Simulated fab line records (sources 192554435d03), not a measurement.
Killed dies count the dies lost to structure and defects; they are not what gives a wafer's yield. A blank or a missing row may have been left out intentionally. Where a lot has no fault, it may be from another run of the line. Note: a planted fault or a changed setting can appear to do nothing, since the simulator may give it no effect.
8D (eight disciplines) problem report, filled in by code | flow n5-finfet | the parts of the form that need people (team, actions taken, sign-off) are left out

## 1. WHAT WENT WRONG
etch-rf-on-time-s at N5_BEOL_M5_ETCH_67 reads a mean of 18.7 s on 2 wafers of 1 lot; wafers without a fault read 26.0 s with a standard deviation of 0.39. Relative to the usual mean, that is a shift of -19 standard deviations.
The step: etches SiARC in CF4, target depth 15.6 nm, time 26 s.
The first sign was on wafer L887.1 at day 12 03:01, on rie-diel-01. Wafers with a number at this step in the record: 14, from 5 lots. Rule for "out" (also "out of limits"): further than 4 standard deviations from the usual mean. All remaining wafers that have a number are taken as sound.

## 2. WHAT IT IS, WHAT IT ISN'T
question                    | is                     | is not
which readings at this step | etch-rf-on-time-s      | drypump-motor-current-A, oes-product-au, rf-vpp-V, showerhead-plenum-p-Torr
which lots                  | L887                   | L872, L876, L892, L894
which wafers of those lots  | all that have a number | -
read on which tools         | rie-diel-01            | rie-diel-02, rie-diel-06
when                        | from day 12 03:01      | up to then (6 sound wafers); but 6 sound wafers of L892, L894 came after

## 3. WHAT RULES OUT EACH SUSPECT
Counting: any tool at a process step up to the reading is kept as a suspect provided that every lot that is out went through it and no sound lot did after the first of them.
- rie-diel-01 at N5_BEOL_M5_DESCUM_33 (chemistry O2, time 7 s): kept. It ran the lot that is out, L887 (day 12 02:58), and no sound lot after that; its last sound lot up to then is L876 (day 9 14:22).
- rie-diel-01 at N5_BEOL_M5_ETCH_75 (etches underlayer in N2/H2, target depth 6.5 nm, time 5.2 s): kept. It ran the lot that is out, L887 (day 12 02:59), and no sound lot after that; its last sound lot up to then is L876 (day 9 14:24).
- rie-diel-01 at N5_BEOL_M5_ETCH_67 (etches SiARC in CF4, target depth 15.6 nm, time 26 s): kept. It ran the lot that is out, L887 (day 12 03:01), and no sound lot after that; its last sound lot up to then is L876 (day 9 14:25). Its own etch-rf-on-time-s readings are out on those wafers.
rie-diel-01 at N5_BEOL_M5_DESCUM_33, rie-diel-01 at N5_BEOL_M5_ETCH_75 and rie-diel-01 at N5_BEOL_M5_ETCH_67 are what is left after counting.

## 4. THE CAUSE (what the simulator had put in)
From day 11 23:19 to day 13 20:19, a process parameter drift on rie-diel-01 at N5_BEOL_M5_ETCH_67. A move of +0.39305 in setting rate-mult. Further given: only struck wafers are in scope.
Counting leaves 3 suspects; this tool is one of them.

## 5. SEQUENCE OF EFFECTS, ordered by route
Rows list readings where the struck wafers' mean (over those with a number) sits beyond 3 standard deviations from the usual. Only readings for which the record gives a usual standard deviation are gone through. hours: the time from each lot's start at the first step in this table that gives one to its start at this step, as a median over the lots. sigmas: the change in usual standard deviations.
hours | step               | reading           | usual  | on struck wafers | change | sigmas
0     | N5_BEOL_M5_ETCH_67 | etch-rf-on-time-s | 26.0 s | 18.7             | -7.3   | -19
Here are the process steps it includes:
- N5_BEOL_M5_ETCH_67: etches SiARC in CF4, target depth 15.6 nm, time 26 s.

## 6. HOW IT WOULD HAVE BEEN CAUGHT EARLIER
In this record the first reading out of limits was taken at day 12 03:01, 4 hours after the fault began at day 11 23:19.
